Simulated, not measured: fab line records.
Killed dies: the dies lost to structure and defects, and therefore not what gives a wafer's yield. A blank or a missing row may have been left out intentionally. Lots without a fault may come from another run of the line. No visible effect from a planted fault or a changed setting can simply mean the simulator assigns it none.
Matching of chambers + flow nand_harc + rie_diel-07 running NHARC_P_BONDPAD_ETCH_24: 4 sister chambers
The step etches the open film in CF4/N2, target depth 30 nm, time 72.99 s. 16 wafers are shown with their chamber, then 8 later ones without.

== WAFERS PAIRED WITH THEIR CHAMBERS ==
| wafer  | chamber | showerhead_plenum_p_Torr (Torr) | rf_fwd_power_W (W) | rf_vpp_V (V) |
|--------|---------|---------------------------------|--------------------|--------------|
| L572.1 | 1       | 2.80                            | 296.6              | 317.3        |
| L572.3 | 2       | 2.75                            | 296.1              | 315.7        |
| L572.4 | 3       | 2.67                            | 295.0              | 315.8        |
| L575.1 | 0       | 2.69                            | 299.0              | 316.0        |
| L575.3 | 3       | 2.67                            | 294.3              | 314.1        |
| L575.4 | 1       | 2.80                            | 295.5              | 316.7        |
| L577.3 | 0       | 2.69                            | 297.7              | 316.9        |
| L577.4 | 2       | 2.74                            | 295.8              | 315.4        |
| L577.6 | 1       | 2.80                            | 296.1              | 316.8        |
| L578.4 | 2       | 2.74                            | 297.3              | 316.4        |
| L578.5 | 0       | 2.69                            | 299.8              | 315.7        |
| L578.6 | 3       | 2.67                            | 295.8              | 315.7        |
| L591.2 | 0       | 2.68                            | 298.2              | 314.7        |
| L591.4 | 1       | 2.80                            | 296.3              | 317.4        |
| L591.6 | 2       | 2.74                            | 297.5              | 316.3        |
| L593.1 | 2       | 2.74                            | 296.3              | 316.3        |

SIGNATURES (means of the wafers above)
| reading                  | chamber 0 | chamber 1 | chamber 2 | chamber 3 | scatter within a chamber |
|--------------------------|-----------|-----------|-----------|-----------|--------------------------|
| showerhead_plenum_p_Torr | 2.6875    | 2.8000    | 2.7420    | 2.6700    | 0.00359                  |
| rf_fwd_power_W           | 298.675   | 296.125   | 296.600   | 295.033   | 0.742                    |
| rf_vpp_V                 | 315.825   | 317.050   | 316.020   | 315.200   | 0.674                    |
Rule: for each reading, subtract the chamber's mean from the wafer's reading, divide by that reading's scatter and square the result; add these up over the readings and take the root, which gives the wafer's distance from the chamber. The wafer belongs to the nearest chamber; if the next one is less than 2 further off, it can't be placed. The scatter: the root of (the sum of the squares of (reading less its chamber's mean) over the shown wafers, divided by (wafers less chambers)).

== WAFERS MISSING THEIR CHAMBER ==
| wafer  | showerhead_plenum_p_Torr (Torr) | rf_fwd_power_W (W) | rf_vpp_V (V) |
|--------|---------------------------------|--------------------|--------------|
| L593.2 | 2.79                            | 296.2              | 317.3        |
| L593.5 | 2.74                            | 297.0              | 315.4        |
| L594.1 | 2.68                            | 298.2              | 315.2        |
| L594.3 | 2.79                            | 296.1              | 318.7        |
| L594.5 | 2.68                            | 298.1              | 313.5        |
| L595.2 | 2.74                            | 296.5              | 314.6        |
| L595.3 | 2.79                            | 295.2              | 318.6        |
| L595.6 | 2.79                            | 295.9              | 316.1        |

== EACH ONE'S CHAMBER ==
| wafer  | from the rows above     | in truth |
|--------|-------------------------|----------|
| L593.2 | 1                       | 1        |
| L593.5 | 2                       | 2        |
| L594.1 | 0                       | 0        |
| L594.3 | 1                       | 1        |
| L594.5 | can't be placed: 0 or 3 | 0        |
| L595.2 | 2                       | 2        |
| L595.3 | 1                       | 1        |
| L595.6 | 1                       | 1        |
Correctly placed: 7 of 8. These rows do not allow placing 1 (true chamber among the candidates in 1). Placed wrongly: 0.
